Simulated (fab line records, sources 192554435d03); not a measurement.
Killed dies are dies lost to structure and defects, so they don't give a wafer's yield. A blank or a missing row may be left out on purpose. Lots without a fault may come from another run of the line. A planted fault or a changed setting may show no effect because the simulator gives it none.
fab line records | flow n5_finfet
record lots=5 wafers=15 last_day=16
route steps=1938 shown MOL_CONTACT_COAG@529 BEOL_M4@1111 PASSIVATION@1936
lots that met no fault: from a run of the same line without faults
start_h: hours from the record's first day to the start of the lot's first wafer shown | wait_h: hours since the lot's step before | " the same as in the row above | L1.1+2: a row that stands for several wafers | - no value, or no start given | * or withheld: withheld | < > ~ a bound
route shown NAME@n: a module of which the file shows steps, and the number in the route of the first | usual: mean/standard deviation of fault-free wafers | same: alike in all rows | chamber/n: place in a boat | sites: the reading at each site | _std_site: their standard deviation | _edge_site: outer sites' mean less inner sites' | radius_mm: how far each site lies from the wafer's centre | mask NAME#n: copy n | behind: the tool/chamber that last shaped the wafer | hold: why the lot was held/for how many hours/how that ended | device: the transistor (n, p or np) that didn't switch | end of line: the same wafers' tests at the end of the route | a step without rows: its recipe alone | killed: dies lost to structure and defects at the first sort, not the wafer's yield | map: a wafer's dies, x killed, . not, _ none there
set.NAME: the setting as run; set.NAME@STEP: as run at that earlier step | model.NAME: the simulator's own value behind a step, which no gauge read
lots at some steps of the route; a table a step, a row a wafer
services: from which hour (start_h, from the record's first day; less than 0 if before it) a tool's chamber was out of use, for how many hours, and why
## steps
# step N5_MOL_CONTACT_COAG_DESCUM_13
# recipe chemistry=O2 time_s=7 source_power_w=50 bias_power_w=20 pressure_mtorr=20 rf_frequency_hz=2.712e+07 temp_c=40 resist=CAR-EUV o2_flow_sccm=225
# step N5_MOL_CONTACT_COAG_ETCH_59
# recipe chemistry=N2/H2 target=underlayer target_depth_a=130 mask_material=CAR-EUV time_s=10.4 ion_energy_ev=200 pressure_mtorr=30 source_w=840 bias_w=150 n2_flow_sccm=200 h2_flow_sccm=200 ends=cleared
# step N5_MOL_CONTACT_COAG_ETCH_105
# recipe chemistry=CF4 target=SiARC target_depth_a=156 mask_material=CAR-EUV time_s=26 ion_energy_ev=80 pressure_mtorr=40 source_w=545 bias_w=36 Ar_flow_sccm=100 cf4_flow_sccm=100 ends=cleared
# step N5_MOL_CONTACT_COAG_ETCH_106
# recipe chemistry=N2/H2 target=SOC target_depth_a=800 overetch_a=160 mask_material=SiARC temp_c=40 time_s=120 ion_energy_ev=200 pressure_mtorr=30 source_w=840 bias_w=150 n2_flow_sccm=200 h2_flow_sccm=200
# step N5_MOL_CONTACT_COAG_STRIP_107
# recipe chemistry=N2/H2 temp_c=40 n2_flow_sccm=200 h2_flow_sccm=200 rf_frequency_hz=6e+07
# step N5_MOL_CONTACT_COAG_STRIP_108
# recipe chemistry=N2/H2 temp_c=40 n2_flow_sccm=200 h2_flow_sccm=200 rf_frequency_hz=6e+07
# step N5_MOL_CONTACT_COAG_CONTACT_ETCH_14
# recipe chemistry=C4F6/O2 target=SiO2 target_depth_a=275 overetch_a=85 mask_material=SOC pressure_mtorr=30 source_w=370 bias_w=185 Ar_flow_sccm=300 C4F6_flow_sccm=16 O2_flow_sccm=10 time_s=20 ion_energy_ev=259.6
# step N5_MOL_CONTACT_COAG_STRIP_109
# recipe chemistry=C4F6/O2 resist=SiARC rf_frequency_hz=6e+07
# step N5_MOL_CONTACT_COAG_ETCH_15
# recipe chemistry=CH3F/O2 target=SiNx target_depth_a=70 mask_material=SOC stop_on=Si:P over_etch_frac=0.75 ion_energy_ev=120 pressure_mtorr=30 source_w=395 bias_w=73 Ar_flow_sccm=150 CH3F_flow_sccm=30 O2_flow_sccm=20
# step N5_MOL_CONTACT_COAG_ETCH_110
# recipe chemistry=CF4/O2 target=Si target_depth_a=25 time_s=8 pressure_mtorr=100 source_w=200 bias_w=12 ion_energy_ev=60 Ar_flow_sccm=100 cf4_flow_sccm=100 O2_flow_sccm=10
# step N5_MOL_CONTACT_COAG_STRIP_98
# recipe chemistry=N2/H2 power_w=500 temp_c=40 pressure_mtorr=50 rf_frequency_hz=6e+07 overash_fraction=0.3 bias_power_w=8 h2_frac=0.5 n2_flow_sccm=300 h2_flow_sccm=300
# step N5_MOL_CONTACT_COAG_IMPLANT_129
# recipe species=Ge energy_kev=3 dose_cm2=6e+14 tilt_deg=0 rotation_deg=0
# usual beam_energy_keV=3.0001/0.00093 beam_on_s=35.7/1.3 end_station_pressure_torr=5.98e-06/2.9e-07
# columns lot.wafer tool chamber start_h wait_h beam_energy_keV beam_on_s end_station_pressure_torr
L894.1 implanter-01 - 133.02 0.0 - - -
L894.2 " - " " - - -
L894.4 " - " " - - -
L895.3 implanter-02 - 137.83 0.1 - - -
L895.4 " - " " - - -
L895.6 " - " " - - -
L896.1 implanter-01 - 143.33 0.0 - - -
L896.5 " - " " - - -
L896.6 " - " " - - -
L902.1 implanter-02 0 181.84 0.0 2.9998 36.4 6.08e-06
L902.3 " 0 " " 2.9992 37.7 6.25e-06
L902.4 " 0 " " 2.9989 36.7 5.69e-06
L908.3 implanter-02 0 214.04 0.1 3.0011 35.6 6.11e-06
L908.4 " 0 " " 3.0010 37.6 5.43e-06
L908.5 " 0 " " 2.9992 37.4 6.03e-06
# step N5_MOL_CONTACT_COAG_PRECLEAN_111
# recipe chemistry=NF3:NH3 afs_cycles=1 temp_c=30 time_s=20 sublimation_temp_c=180 sublimation_time_s=60 pressure_torr=3 rf_power_w=30
# step N5_MOL_CONTACT_COAG_TI_SIL_19
# recipe material=Ti target_thk_a=42 temp_c=200 chamber_pressure_pa=5 power_w=5000 time_s=15
# step N5_MOL_CONTACT_COAG_ALD_20
# recipe material=TiN target_thk_a=15 temp_c=400 ald_precursor_family=TiCl4 ald_co_reactant=NH3 pulse_time_s=1 purge_time_s=3 co_reactant_purge_time_s=2 co_reactant_pulse_time_s=2 ald_cycles=68 pressure_torr=3
# step N5_MOL_CONTACT_COAG_SIL_ANNEAL_21
# recipe temp_c=550 time_s=60 ambient=N2
# step N5_MOL_CONTACT_COAG_PRE_CLEAN_141
# recipe gas=H2/He time_s=60 temp_c=300
# step N5_MOL_CONTACT_COAG_SPUTTER_143
# recipe material=Co target_thk_a=25 temp_c=25 chamber_pressure_pa=0.2
# step N5_MOL_CONTACT_COAG_CO_FILL_22
# recipe material=Co target_thk_a=200 temp_c=200 precursor=CCTBA/H2 pressure_torr=30
# step N5_MOL_CONTACT_COAG_ANNEAL_113
# recipe temp_c=400 time_s=300 ambient=H2/N2
# step N5_MOL_CONTACT_COAG_PRE_CLEAN_142
# recipe gas=H2/He time_s=60 temp_c=300
# step N5_MOL_CONTACT_COAG_SPUTTER_130
# recipe material=Co target_thk_a=475 temp_c=25 chamber_pressure_pa=0.5 power_w=3000
# step N5_MOL_CONTACT_COAG_PRECLEAN_125
# recipe chemistry=DIW time_s=57.5 temp_c=23
# step N5_MOL_CONTACT_COAG_SRD_126
# recipe dry_time_s=32 dry=n2_spin spin_rpm=1500
# step N5_MOL_CONTACT_COAG_CMP_23
# recipe stop_on=SiO2 t_overpolish_s=1.5 post_cmp_clean=cu_alkaline down_force_psi=2 platen_rpm=50.289 pad_velocity_m_s=1.0006 target_thk_nm=0
# step N5_MOL_CONTACT_COAG_WET_ETCH_26
# recipe target=Co target_depth_nm=13
# step N5_MOL_CONTACT_COAG_WET_ETCH_116
# recipe chemistry=SC1-inhibited target_depth_nm=4.6 dry=ipa_marangoni rinse_time_s=30 rinse_temp_c=23
# step N5_MOL_CONTACT_COAG_ALD_27
# recipe material=SiOC target_thk_a=170 temp_c=400 ald_precursor_family=carbosiloxane ald_co_reactant=H2-plasma pulse_time_s=1.5 time_s=2720 purge_time_s=2 co_reactant_purge_time_s=2 ald_cycles=340 pressure_torr=2
# step N5_MOL_CONTACT_COAG_CMP_28
# recipe stop_on=SiNx t_overpolish_s=0.85 post_cmp_clean=alkaline_brush down_force_psi=4.15 platen_rpm=51.8 pad_velocity_m_s=1.0307 target_thk_nm=14.522
# step N5_MOL_CONTACT_COAG_ALD_123
# recipe material=SiNx target_thk_a=50 temp_c=400 ald_precursor_family=SiH2I2 ald_co_reactant=N2/H2-plasma pulse_time_s=1 purge_time_s=2 co_reactant_purge_time_s=2 ald_cycles=100 pressure_torr=2
# step N5_MOL_CONTACT_COAG_PECVD_31
# recipe material=SiO2 target_thk_a=460 temp_c=400 precursor=TEOS/O2 pressure_torr=6.5 rf_w=withheld teos_flow_sccm=withheld gas=O2 flow_sccm=2650 time_s=8.9
# step N5_MOL_CONTACT_COAG_COAT_75
# recipe resist=SOC temp_c=250 time_s=60 spin_rpm=1500 resist_thk_nm=60
# step N5_MOL_CONTACT_COAG_COAT_76
# recipe resist=SiARC temp_c=220 time_s=60 spin_rpm=1500 resist_thk_nm=10
# step N5_MOL_CONTACT_COAG_COAT_77
# recipe resist=underlayer temp_c=205 time_s=60 spin_rpm=1500 resist_thk_nm=10
# step N5_MOL_CONTACT_COAG_COAT_78
# recipe resist=CAR-EUV spin_rpm=1500 resist_thk_nm=40
# step N5_MOL_CONTACT_COAG_EBR_80
# recipe solvent=PGMEA ebr_width_mm=1.5
# step N5_MOL_CONTACT_COAG_SOFTBAKE_79
# recipe temp_c=110 time_s=60 resist=CAR-EUV
# step N5_MOL_CONTACT_COAG_EXPOSE_81
# recipe mask_id=VG na=0.33 source_shape=annular sigma_inner=0.3 sigma_outer=0.7 polarization=unpolarized defocus_nm=0 dose_mj=59.5
# step N5_BEOL_M4_RC_MEAS_101
# usual DIBL_N=35.8/1.8 DIBL_P=35.6/2 IOFF_N=0.148/0.028 IOFF_P=0.20/0.034 ION_N=672/12 ION_P=462/8.5 RC_DENSE_N=19.0/0.52 RC_DENSE_P=23.8/0.64 RC_N=15.5/0.41 RC_P=19.4/0.5 REXT_N=75.5/1.9 REXT_P=100.4/2.1 SS_N=71.2/0.65 SS_P=73.1/0.67 VT_N=251/3.3 VT_P=-251/3.8
# columns lot.wafer tool chamber start_h wait_h DIBL_N[mV/V] DIBL_P[mV/V] IOFF_N[nA/um] IOFF_P[nA/um] ION_N[uA/um] ION_P[uA/um] RC_DENSE_N[ohm.um] RC_DENSE_P[ohm.um] RC_N[ohm.um] RC_P[ohm.um] REXT_N[ohm.um] REXT_P[ohm.um] SS_N[mV/dec] SS_P[mV/dec] VT_N[mV] VT_P[mV]
L894.1 prober-01 0 202.10 0.0 39.4 37.9 0.207 0.27 671 471 39.7 50.6 32.6 40.9 93.0 119.5 71.9 74.3 244 -243
L894.2 " 0 " " 36.9 35.3 0.155 0.22 650 455 41.5 51.9 33.6 42.5 93.7 120.6 71.6 73.5 251 -246
L894.4 " 0 " " 36.8 36.0 0.171 0.24 667 468 41.0 50.8 33.4 42.0 93.6 118.2 71.8 72.6 246 -244
L895.3 prober-01 0 204.53 0.3 34.5 34.1 0.130 0.21 646 449 40.6 51.4 32.9 41.7 92.0 119.7 70.9 72.8 254 -248
L895.4 " 0 " " 34.9 34.2 0.126 0.21 646 456 39.1 49.3 32.3 40.4 91.5 118.1 70.9 72.9 253 -248
L895.6 " 0 " " 34.5 32.8 0.126 0.19 654 459 41.3 51.5 33.5 42.2 90.6 120.1 70.6 73.7 253 -252
L896.1 prober-02 0 218.10 0.0 36.0 35.9 0.134 0.21 654 456 41.2 51.8 33.6 41.9 92.3 121.5 71.1 72.8 253 -247
L896.5 " 0 " " 36.2 35.7 0.143 0.20 658 454 40.9 50.4 32.9 41.1 91.7 120.8 70.4 73.2 251 -247
L896.6 " 0 " " 35.4 35.4 0.123 0.20 637 452 41.1 50.9 33.0 41.4 93.0 122.2 71.1 73.1 253 -251
L902.1 prober-02 0 261.98 0.0 34.0 33.5 0.135 0.20 668 464 19.4 24.1 15.7 19.9 74.4 101.3 71.5 72.7 252 -248
L902.3 " 0 " " 35.9 35.7 0.171 0.24 679 466 19.6 24.8 16.1 20.2 74.9 102.5 71.1 74.0 248 -247
L902.4 " 0 " " 33.3 33.4 0.128 0.21 660 468 20.0 24.8 16.3 20.2 76.8 101.5 70.8 72.4 250 -249
L908.3 prober-01 0 290.62 0.3 36.1 36.8 0.140 0.20 661 454 18.5 22.8 15.0 18.9 72.4 97.8 71.8 73.3 253 -249
L908.4 " 0 " " 38.2 38.9 0.176 0.23 672 461 18.6 23.2 15.2 19.1 71.9 99.2 72.2 73.3 248 -251
L908.5 " 0 " " 36.3 37.5 0.148 0.20 662 455 18.4 23.1 15.0 19.0 72.8 100.4 71.2 74.3 250 -250
# step N5_PASSIVATION_PROBE_49
# usual defect_limited_yield=91.3/1.5 killed_at_M0_to_M3=34/11 killed_at_M4_up=14/6.1 killed_at_contacts=12/5.9 killed_at_front_end=39/11 killed_at_other=4/3.3 killed_dies=102/18 killed_open=67/13 killed_short=33/7.9 sort_bin_5_function=5.1/1 sort_bin_6_memory=3.3/0.7 sort_bin_8_speed=0.1/0.69 sort_n_pass=1077/19 sort_yield_pct=91.3/1.6
# same gross_dies=1180 killed_at_back_side=0 sort_bin_4_leakage[%]=0
# columns lot.wafer tool chamber start_h wait_h defect_limited_yield[%] killed_at_M0_to_M3 killed_at_M4_up killed_at_contacts killed_at_front_end killed_at_other killed_dies killed_open killed_short sort_bin_5_function[%] sort_bin_6_memory[%] sort_bin_8_speed[%] sort_n_pass sort_yield_pct[%]
L894.1 prober-01 - 298.42 0.0 91.5 27 22 7 40 4 100 71 27 4.3 3.8 0 1080 91.5
L894.2 prober-01 - 298.47 0.1 92.2 12 17 10 51 2 92 67 21 4.1 3.1 0 1088 92.2
L894.4 prober-01 - 298.57 0.2 89.8 21 25 11 61 2 120 82 37 5.9 3.8 0 1060 89.8
L895.3 prober-01 - 306.65 0.1 92.1 18 6 17 43 9 93 56 35 4.3 3.3 0.3 1084 91.9
L895.4 prober-01 - 306.70 0.2 90.5 31 14 17 46 4 112 68 44 5.8 3.3 0.2 1066 90.3
L895.6 prober-01 - 306.80 0.3 93.0 18 6 7 45 7 83 62 21 4.1 2.7 0 1097 93.0
L896.1 prober-01 - 322.02 0.0 92.5 28 8 6 40 7 89 49 32 4.1 2.6 0 1091 92.5
L896.5 prober-01 - 322.22 0.2 90.9 37 14 6 46 4 107 56 47 4.3 4.0 0 1073 90.9
L896.6 prober-01 - 322.27 0.3 90.9 28 15 7 56 1 107 72 30 5.7 2.7 0.3 1070 90.7
L902.1 prober-01 - 360.51 0.0 95.2 19 4 9 24 1 57 42 15 2.6 2.1 0 1123 95.2
L902.3 prober-01 - 360.61 0.1 91.9 18 6 20 48 3 95 59 36 4.7 3.0 0 1085 91.9
L902.4 prober-01 - 360.66 0.2 93.0 20 7 15 39 2 83 59 20 4.1 2.8 0 1097 93.0
L908.3 prober-01 - 386.77 0.1 92.3 31 12 13 35 0 91 58 29 5.4 2.1 0 1089 92.3
L908.4 prober-01 - 386.82 0.2 92.5 27 11 13 35 2 88 53 33 3.7 3.5 0 1092 92.5
L908.5 prober-01 - 386.87 0.2 93.5 31 7 8 29 2 77 49 26 4.3 1.9 0 1103 93.5
# killed by level:class
L894.1 BEOL_M3:geometric_particle:open=11 FIN_SAQP:geometric_particle:open=10 STI_FIN_REVEAL:geometric_particle:open=8 BEOL_M1:geometric_particle:open=8 FIN_SAQP:geometric_particle:short=7 MOL_CONTACT_COAG:geometric_particle:open=6 STI_FIN_REVEAL:geometric_particle:short=5 BEOL_M2:geometric_particle:open=5
L894.2 FIN_SAQP:geometric_particle:open=21 MOL_CONTACT_COAG:geometric_particle:open=9 STI_FIN_REVEAL:geometric_particle:open=7 FIN_SAQP:geometric_particle:short=5 BEOL_M1:geometric_particle:open=5 BEOL_M4:geometric_particle:open=5 HKMG_FIN:area_etch=4 STI_FIN_REVEAL:geometric_particle:short=3
L894.4 STI_FIN_REVEAL:geometric_particle:open=19 FIN_SAQP:geometric_particle:open=16 MOL_CONTACT_COAG:geometric_particle:open=10 BEOL_M4:geometric_particle:open=9 FIN_SAQP:geometric_particle:short=8 BEOL_M1:geometric_particle:open=8 BEOL_M5:geometric_particle:open=5 STI_FIN_REVEAL:geometric_particle:short=4
L895.3 MOL_CONTACT_COAG:geometric_particle:open=13 STI_FIN_REVEAL:geometric_particle:open=10 GATE_CUT:geometric_particle:short=9 FIN_SAQP:geometric_particle:open=7 BEOL_M3:geometric_particle:open=6 STI_FIN_REVEAL:geometric_particle:short=5 BEOL_M0_SAQP:geometric_particle:open=4 DUMMY_GATE:geometric_particle:open=4
L895.4 MOL_CONTACT_COAG:geometric_particle:open=14 GATE_CUT:geometric_particle:short=12 BEOL_M3:geometric_particle:open=10 BEOL_M0_SAQP:geometric_particle:short=8 DUMMY_GATE:geometric_particle:open=7 BEOL_M0_SAQP:geometric_particle:open=7 FIN_SAQP:geometric_particle:open=6 BEOL_M4:geometric_particle:open=5
L895.6 FIN_SAQP:geometric_particle:open=14 STI_FIN_REVEAL:geometric_particle:open=12 MOL_CONTACT_COAG:geometric_particle:open=7 BEOL_M0_SAQP:geometric_particle:short=6 DUMMY_GATE:geometric_particle:open=4 GATE_CUT:geometric_particle:short=4 BEOL_M0_SAQP:geometric_particle:open=4 BEOL_M2:geometric_particle:open=4
L896.1 BEOL_M0_SAQP:geometric_particle:short=10 GATE_CUT:geometric_particle:open=9 BEOL_M1:geometric_particle:open=6 HKMG_FIN:area_etch=6 STI_FIN_REVEAL:geometric_particle:open=5 BEOL_M0_SAQP:geometric_particle:open=4 STARTING-WAFER:geometric_particle:open=4 FIN_SAQP:geometric_particle:open=3
L896.5 BEOL_M0_SAQP:geometric_particle:short=13 BEOL_M0_SAQP:geometric_particle:open=10 GATE_CUT:geometric_particle:short=9 STI_FIN_REVEAL:geometric_particle:open=8 BEOL_M4:geometric_particle:open=8 FIN_SAQP:geometric_particle:open=7 BEOL_M3:geometric_particle:open=6 FIN_SAQP:geometric_particle:short=4
L896.6 STI_FIN_REVEAL:geometric_particle:open=17 FIN_SAQP:geometric_particle:open=8 BEOL_M2:geometric_particle:open=7 BEOL_M2:geometric_particle:short=7 GATE_CUT:geometric_particle:open=6 MOL_CONTACT_COAG:geometric_particle:open=6 DUMMY_GATE:geometric_particle:open=5 STI_FIN_REVEAL:geometric_particle:short=4
L902.1 BEOL_M2:geometric_particle:open=9 MOL_CONTACT_COAG:geometric_particle:open=8 FIN_SAQP:geometric_particle:short=7 DUMMY_GATE:geometric_particle:open=6 BEOL_M1:geometric_particle:open=5 DUMMY_GATE:geometric_particle:short=3 STARTING-WAFER:geometric_particle:open=3 STI_FIN_REVEAL:geometric_particle:open=2
L902.3 MOL_CONTACT_COAG:geometric_particle:open=16 FIN_SAQP:geometric_particle:short=8 STI_FIN_REVEAL:geometric_particle:open=8 DUMMY_GATE:geometric_particle:open=7 STARTING-WAFER:geometric_particle:short=7 BEOL_M0_SAQP:geometric_particle:open=5 MOL_CONTACT_COAG:geometric_particle:short=4 GATE_CUT:geometric_particle:short=4
L902.4 DUMMY_GATE:geometric_particle:open=11 MOL_CONTACT_COAG:geometric_particle:open=10 STI_FIN_REVEAL:geometric_particle:open=8 FIN_SAQP:geometric_particle:open=5 BEOL_M2:geometric_particle:open=4 DUMMY_GATE:geometric_particle:short=3 GATE_CUT:geometric_particle:open=3 MOL_CONTACT_COAG:geometric_particle:short=3
L908.3 STI_FIN_REVEAL:geometric_particle:open=11 BEOL_M0_SAQP:geometric_particle:short=10 FIN_SAQP:geometric_particle:open=8 BEOL_M0_SAQP:geometric_particle:open=8 MOL_CONTACT_COAG:geometric_particle:open=7 BEOL_M1:geometric_particle:open=5 GATE_CUT:geometric_particle:short=5 MOL_CONTACT_COAG:geometric_particle:short=4
L908.4 MOL_CONTACT_COAG:geometric_particle:open=10 BEOL_M0_SAQP:geometric_particle:short=8 BEOL_M0_SAQP:geometric_particle:open=6 STARTING-WAFER:geometric_particle:open=6 FIN_SAQP:geometric_particle:open=5 DUMMY_GATE:geometric_particle:open=4 GATE_CUT:geometric_particle:short=4 BEOL_M3:geometric_particle:open=4
L908.5 BEOL_M1:geometric_particle:open=8 BEOL_M0_SAQP:geometric_particle:open=7 GATE_CUT:geometric_particle:short=5 GATE_CUT:geometric_particle:open=5 MOL_CONTACT_COAG:geometric_particle:open=5 FIN_SAQP:geometric_particle:short=4 BEOL_M0_SAQP:geometric_particle:short=4 FIN_SAQP:geometric_particle:open=3
## services
# columns tool chamber start_h hours kind
implanter-01 - 116.79 2.2 repair
implanter-01 - 168.30 3.2 repair
implanter-01 - 178.07 1.8 repair
implanter-02 - 186.32 3.1 repair
## key
first_sign step=N5_MOL_CONTACT_COAG_IMPLANT_129 reading=tool_record direction=missing
effect step=N5_BEOL_M4_RC_MEAS_101 reading=RC_P direction=up sigmas=44 usual=19.4 struck=41.6
effect step=N5_BEOL_M4_RC_MEAS_101 reading=RC_N direction=up sigmas=43 usual=15.5 struck=33.1
effect step=N5_BEOL_M4_RC_MEAS_101 reading=RC_DENSE_P direction=up sigmas=42 usual=23.8 struck=50.9
effect step=N5_BEOL_M4_RC_MEAS_101 reading=RC_DENSE_N direction=up sigmas=41 usual=19.0 struck=40.7
effect step=N5_BEOL_M4_RC_MEAS_101 reading=REXT_P direction=up sigmas=9.4 usual=100.4 struck=120.1
effect step=N5_BEOL_M4_RC_MEAS_101 reading=REXT_N direction=up sigmas=8.7 usual=75.5 struck=92.4
effect step=N5_BEOL_M4_RC_MEAS_101 reading=ION_N direction=down sigmas=1.5 usual=672 struck=654
met_at N5_MOL_CONTACT_COAG_IMPLANT_129
struck_wafers L894.1,L894.2,L894.4,L895.3,L895.4,L895.6,L896.1,L896.5,L896.6
fault kind=skipped_step_whole tool=implanter-01,implanter-02 chamber=- onset_h=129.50 steps=N5_MOL_CONTACT_COAG_IMPLANT_129 scope=struck_lots_only
